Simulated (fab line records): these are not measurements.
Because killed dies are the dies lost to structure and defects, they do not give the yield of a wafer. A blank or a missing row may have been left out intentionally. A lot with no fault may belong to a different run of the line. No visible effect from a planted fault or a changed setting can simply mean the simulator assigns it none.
Which tool was responsible? -- flow n5 finfet -- Sampling: 9 lots, 26 wafers, 5 of 1938 route steps

WHAT EACH GAUGE READ, for each wafer
N5_BEOL_M4_RC_MEAS_101.
lot,measured,on,DIBL_N (mV/V),DIBL_P (mV/V),IOFF_N (nA/um),IOFF_P (nA/um),ION_N (uA/um),ION_P (uA/um),SS_N (mV/dec),SS_P (mV/dec),VT_N (mV),VT_P (mV)
L320,day 9 21:16,prober-02,36.9 39.7 34.5,37.1 39.7 34.6,0.17 0.26 0.13,0.23 0.29 0.19,666 687 652,460 468 454,72.4 72.9 70.9,73.1 74.1 72.6,251 242 254,-250.3 -244.7 -249.8
L325,day 10 03:37,prober-02,37.1 33.7 34.2,37.6 33.6 33.7,0.19 0.13 0.14,0.25 0.19 0.19,682 674 671,470 470 470,72.1 70.5 71.0,74.1 72.3 72.5,244 250 249,-246.7 -251.4 -250.2
L336,day 14 20:04,prober-02,39.5 35.7 39.1,40.4 33.7 37.5,0.24 0.14 0.22,0.28 0.16 0.23,717 691 691,490 463 465,72.4 71.7 72.9,74.6 72.8 73.6,243 251 243,-248.3 -255.1 -250.1
L338,day 15 16:10,prober-01,37.1 36.6 38.4,35.5 34.8 37.9,0.17 0.16 0.21,0.25 0.24 0.29,677 701 707,473 484 489,72.8 72.0 72.0,73.9 74.0 74.2,250 245 246,-244.3 -246.2 -245.7
L339,day 15 09:31,prober-02,36.8 35.5,36.7 34.5,0.18 0.15,0.25 0.21,694 689,483 476,71.5 70.9,73.7 73.3,249 252,-247.9 -248.4
L340,day 15 20:26,prober-02,33.8 36.8 36.8,34.9 37.7 37.2,0.16 0.21 0.22,0.20 0.24 0.24,699 699 698,479 474 472,70.9 71.7 71.5,73.0 74.2 73.2,246 246 242,-250.3 -246.6 -250.8
L342,day 16 15:31,prober-02,34.3 34.5 34.6,33.4 34.6 34.5,0.14 0.14 0.14,0.17 0.18 0.18,669 678 672,459 469 456,71.1 70.5 71.4,72.8 73.0 72.8,250 250 250,-252.5 -248.1 -248.1

EACH LOT AND THE TOOL THAT RAN IT (in order: tool; ch and the chambers of the sampled wafers; start)
lot,N5_MOL_CONTACT_COAG_STRIP_96,N5_MOL_CONTACT_COAG_ETCHBACK_134,N5_MOL_CONTACT_COAG_STRIP_72,N5_MOL_CONTACT_COAG_STRIP_49
L320,"rie diel-02 ch 1,2, day 5 11:17","rie diel-04 ch 0,1, day 5 13:12","rie diel-04 ch 0,1, day 5 13:37","plasma asher-02 ch 0,1, day 5 13:44"
L325,"rie diel-04 ch 1,2,3, day 6 19:34","rie diel-02 ch 0,2,3, day 6 20:37","rie diel-02 ch 0,2,3, day 6 20:53","plasma asher-02 ch 0,1, day 6 20:58"
L327,"rie diel-03 ch 0,2, day 7 03:03","rie diel-04 ch 1,2, day 7 04:09","rie diel-04 ch 1,2, day 7 04:26","plasma asher-01 ch 0,1, day 7 04:31"
L328,"rie diel-02 ch 0,2, day 7 07:18","rie diel-02 ch 0,2, day 7 08:32","rie diel-02 ch 0,2, day 7 08:49","plasma asher-01 ch 0,1, day 7 08:55"
L336,"rie diel-04 ch 0,2, day 9 06:04","rie diel-04 ch 0,1, day 9 07:09","rie diel-04 ch 0,1, day 9 07:26","plasma asher-02 ch 0,1, day 9 07:31"
L338,"rie diel-03 ch 0,1,2, day 9 21:24","rie diel-04 ch 2,3, day 9 22:32","rie diel-04 ch 2,3, day 9 22:49","plasma asher-02 ch 0,1, day 9 22:55"
L339,"rie diel-03 ch 2,3, day 10 01:16","rie diel-02 ch 1,2, day 10 02:29","rie diel-02 ch 1,2, day 10 02:46","plasma asher-02 ch 0, day 10 02:51"
L340,"rie diel-03 ch 0,1,2, day 10 13:20","rie diel-04 ch 0,3, day 10 14:36","rie diel-04 ch 0,3, day 10 14:53","plasma asher-02 ch 0,1, day 10 14:58"
L342,"rie diel-04 ch 0,1, day 10 20:46","rie diel-04 ch 0,1,3, day 10 21:59","rie diel-04 ch 0,1,3, day 10 22:16","plasma asher-01 ch 0,1, day 10 22:21"
- N5_MOL_CONTACT_COAG_STRIP_96: strips in N2/H2.
- N5_MOL_CONTACT_COAG_ETCHBACK_134: etches SiO2 in CHF3, target depth 10 nm, time 6.7 s.
- N5_MOL_CONTACT_COAG_STRIP_72: strips in N2/H2.
- N5_MOL_CONTACT_COAG_STRIP_49: strips in N2/H2, time 30 s.

WHAT THE TOOLS THEMSELVES READ (means of the sampled wafers that have a number; where no wafer has one, the mark that the record gives instead)
N5_MOL_CONTACT_COAG_STRIP_96.
lot,tool,chamber pressure mTorr (mTorr),drypump motor current A (A),oes product au (a.u.),rf vpp V (V),showerhead plenum p Torr (Torr),throttle valve pct (%)
L320,rie diel-02,49.95,6.25,0.71,120.5,3.19,18.7
L325,rie diel-04,49.90,6.00,0.76,121.3,3.26,19.1
L327,rie diel-03,50.03,5.69,0.78,121.1,3.30,18.7
L328,rie diel-02,50.01,6.23,0.79,122.3,3.24,18.3
L336,rie diel-04,50.01,5.88,0.69,122.0,3.27,19.1
L338,rie diel-03,49.98,5.82,0.75,121.9,3.26,19.0
L339,rie diel-03,50.00,5.99,0.74,122.9,3.26,18.6
L340,rie diel-03,49.90,5.83,0.74,120.4,3.26,19.1
L342,rie diel-04,49.97,6.04,0.69,120.7,3.19,18.8

N5_MOL_CONTACT_COAG_ETCHBACK_134.
lot,tool,CHF3_flow_sccm (sccm),bias w (W),chamber pressure mTorr (mTorr),drypump motor current A (A),oes product au (a.u.),rf vpp V (V),showerhead plenum p Torr (Torr),throttle valve pct (%)
L320,rie diel-04,49.88,170.2,29.978,6.03,0.76,517,2.29,18.75
L325,rie diel-02,50.08,170.0,30.019,6.20,0.87,520,2.36,18.48
L327,rie diel-04,-,-,-,-,-,-,-,-
L328,rie diel-02,-,-,-,-,-,-,-,-
L336,rie diel-04,49.80,170.4,30.022,6.03,0.73,516,2.28,18.81
L338,rie diel-04,49.93,170.3,30.019,5.91,0.72,523,2.32,19.00
L339,rie diel-02,50.03,170.6,29.995,6.23,0.83,539,2.42,18.61
L340,rie diel-04,50.00,170.5,30.003,6.03,0.70,512,2.28,18.85
L342,rie diel-04,50.06,169.9,29.991,6.07,0.72,513,2.28,18.86

N5_MOL_CONTACT_COAG_STRIP_72.
lot,tool,chamber pressure mTorr (mTorr),drypump motor current A (A),oes product au (a.u.),rf vpp V (V),showerhead plenum p Torr (Torr),throttle valve pct (%)
L320,rie diel-04,20.01,6.02,0.75,59.5,2.43,23.6
L325,rie diel-02,20.04,6.21,0.85,59.9,2.51,23.2
L327,rie diel-04,20.02,5.90,0.71,58.5,2.48,23.9
L328,rie diel-02,20.00,6.21,0.80,56.9,2.45,23.1
L336,rie diel-04,19.99,6.05,0.72,57.9,2.41,23.6
L338,rie diel-04,19.99,5.95,0.72,59.3,2.48,23.9
L339,rie diel-02,20.05,6.21,0.81,61.1,2.56,23.1
L340,rie diel-04,20.03,6.04,0.71,60.0,2.41,23.5
L342,rie diel-04,20.00,6.07,0.73,57.0,2.42,23.7

N5_MOL_CONTACT_COAG_STRIP_49.
lot,tool,drypump motor current A (A),heater power w (W)
L320,plasma asher-02,5.5,389
L325,plasma asher-02,5.5,396
L327,plasma asher-01,5.4,331
L328,plasma asher-01,5.3,303
L336,plasma asher-02,5.3,369
L338,plasma asher-02,5.5,397
L339,plasma asher-02,5.0,353
L340,plasma asher-02,5.5,394
L342,plasma asher-01,5.3,299

THE ANSWER, worked out from the rows above alone
Rule: the lots themselves supply what counts as usual. The widest of any qualifying gaps counts: lots, ordered by their means at a reading, are off when they make up no more than a third of the lots, leave a main group of 4 or more, and stand apart from it by 3 or more times the standard deviation of that group's means. A main group whose means are all the same, to the digits that the tables above print for the reading, isn't used. A lot without any number at a reading at which 4 lots or more have one is off too. The other lots that the step has rows for count as sound. The gauges are gone through in route order, then the tools' own readings, and for those a lot's mean is taken as printed above. At the first step where some lot is off, the reading lying furthest off is the one used; lots without a number count as furthest.
Off: L327, L328, at N5_MOL_CONTACT_COAG_ETCHBACK_134 (CHF3_flow_sccm). Without a number there: L327, L328. The main group: mean 49.97 sccm, standard deviation 0.095.
If a tool, at that step or one of the process steps before it, ran each lot that is off and ran no sound lot following the first of them, it fits. No candidate that was tried fits.

WHAT WAS PUT IN BY THE SIMULATOR
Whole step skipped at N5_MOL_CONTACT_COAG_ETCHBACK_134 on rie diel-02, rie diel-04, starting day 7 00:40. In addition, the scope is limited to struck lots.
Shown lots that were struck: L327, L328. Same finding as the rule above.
